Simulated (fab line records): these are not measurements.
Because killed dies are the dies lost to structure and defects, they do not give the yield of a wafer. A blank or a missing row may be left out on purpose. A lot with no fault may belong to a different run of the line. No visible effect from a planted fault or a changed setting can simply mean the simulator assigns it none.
Matching of chambers :: flow n5-finfet :: rie-diel-02 running N5_BEOL_M14_ETCH_67: 4 sister chambers
The step etches SiARC in CF4, target depth 143 nm, time 238.3 s. 14 wafers are shown with their chamber, then 7 later ones without.

WAFERS WITH THEIR CHAMBER
wafer: L078.1
chamber: 0
drypump-motor-current-A (A): 6.1
showerhead-plenum-p-Torr (Torr): 2.04
etch-rf-on-time-s (s): 234

wafer: L078.2
chamber: 2
drypump-motor-current-A (A): 5.8
showerhead-plenum-p-Torr (Torr): 2.25
etch-rf-on-time-s (s): 257

wafer: L078.4
chamber: 1
drypump-motor-current-A (A): 5.2
showerhead-plenum-p-Torr (Torr): 2.13
etch-rf-on-time-s (s): 239

wafer: L084.4
chamber: 3
drypump-motor-current-A (A): 4.9
showerhead-plenum-p-Torr (Torr): 2.15
etch-rf-on-time-s (s): 233

wafer: L084.5
chamber: 2
drypump-motor-current-A (A): 5.8
showerhead-plenum-p-Torr (Torr): 2.25
etch-rf-on-time-s (s): 257

wafer: L084.6
chamber: 3
drypump-motor-current-A (A): 4.9
showerhead-plenum-p-Torr (Torr): 2.15
etch-rf-on-time-s (s): 233

wafer: L088.1
chamber: 3
drypump-motor-current-A (A): 4.9
showerhead-plenum-p-Torr (Torr): 2.14
etch-rf-on-time-s (s): 233

wafer: L088.3
chamber: 0
drypump-motor-current-A (A): 6.2
showerhead-plenum-p-Torr (Torr): 2.04
etch-rf-on-time-s (s): 241

wafer: L088.4
chamber: 2
drypump-motor-current-A (A): 5.8
showerhead-plenum-p-Torr (Torr): 2.24
etch-rf-on-time-s (s): 258

wafer: L087.3
chamber: 2
drypump-motor-current-A (A): 5.8
showerhead-plenum-p-Torr (Torr): 2.24
etch-rf-on-time-s (s): 256

wafer: L087.4
chamber: 1
drypump-motor-current-A (A): 5.2
showerhead-plenum-p-Torr (Torr): 2.12
etch-rf-on-time-s (s): 235

wafer: L087.6
chamber: 0
drypump-motor-current-A (A): 6.1
showerhead-plenum-p-Torr (Torr): 2.04
etch-rf-on-time-s (s): 236

wafer: L090.1
chamber: 2
drypump-motor-current-A (A): 5.8
showerhead-plenum-p-Torr (Torr): 2.24
etch-rf-on-time-s (s): 260

wafer: L090.2
chamber: 0
drypump-motor-current-A (A): 6.2
showerhead-plenum-p-Torr (Torr): 2.03
etch-rf-on-time-s (s): 236

SIGNATURES, as means of the wafers listed above
reading: drypump-motor-current-A
chamber 0: 6.150
chamber 1: 5.200
chamber 2: 5.800
chamber 3: 4.900
scatter within a chamber: 0.0316

reading: showerhead-plenum-p-Torr
chamber 0: 2.0375
chamber 1: 2.1250
chamber 2: 2.2440
chamber 3: 2.1467
scatter within a chamber: 0.00558

reading: etch-rf-on-time-s
chamber 0: 236.75
chamber 1: 237.00
chamber 2: 257.60
chamber 3: 233.00
scatter within a chamber: 2.1
Rule: distance of a wafer from a chamber = root of the sum over the readings of ((wafer's reading minus chamber's mean) / reading's scatter) squared. If the next closest chamber is less than 2 further off than the closest, the wafer can't be placed; otherwise it belongs to the closest. The scatter is the square root of a quotient: the sum, over the shown wafers, of each reading's squared deviation from its chamber's mean, divided by wafers minus chambers.

WAFERS MISSING THEIR CHAMBER
wafer: L090.4
drypump-motor-current-A (A): 5.8
showerhead-plenum-p-Torr (Torr): 2.24
etch-rf-on-time-s (s): 260

wafer: L093.1
drypump-motor-current-A (A): 6.1
showerhead-plenum-p-Torr (Torr): 2.03
etch-rf-on-time-s (s): 240

wafer: L093.2
drypump-motor-current-A (A): 5.2
showerhead-plenum-p-Torr (Torr): 2.12
etch-rf-on-time-s (s): 240

wafer: L093.5
drypump-motor-current-A (A): 5.2
showerhead-plenum-p-Torr (Torr): 2.12
etch-rf-on-time-s (s): 240

wafer: L092.1
drypump-motor-current-A (A): 6.1
showerhead-plenum-p-Torr (Torr): 2.03
etch-rf-on-time-s (s): 237

wafer: L092.3
drypump-motor-current-A (A): 4.9
showerhead-plenum-p-Torr (Torr): 2.14
etch-rf-on-time-s (s): 233

wafer: L092.4
drypump-motor-current-A (A): 5.8
showerhead-plenum-p-Torr (Torr): 2.24
etch-rf-on-time-s (s): 258

WHICH CHAMBER EACH WENT THROUGH
wafer: L090.4
from the rows above: 2
in truth: 2

wafer: L093.1
from the rows above: 0
in truth: 0

wafer: L093.2
from the rows above: 1
in truth: 1

wafer: L093.5
from the rows above: 1
in truth: 1

wafer: L092.1
from the rows above: 0
in truth: 0

wafer: L092.3
from the rows above: 3
in truth: 3

wafer: L092.4
from the rows above: 2
in truth: 2
Correct placement for 7 of the 7. Not placeable from these rows: 0. 0 placed wrongly.
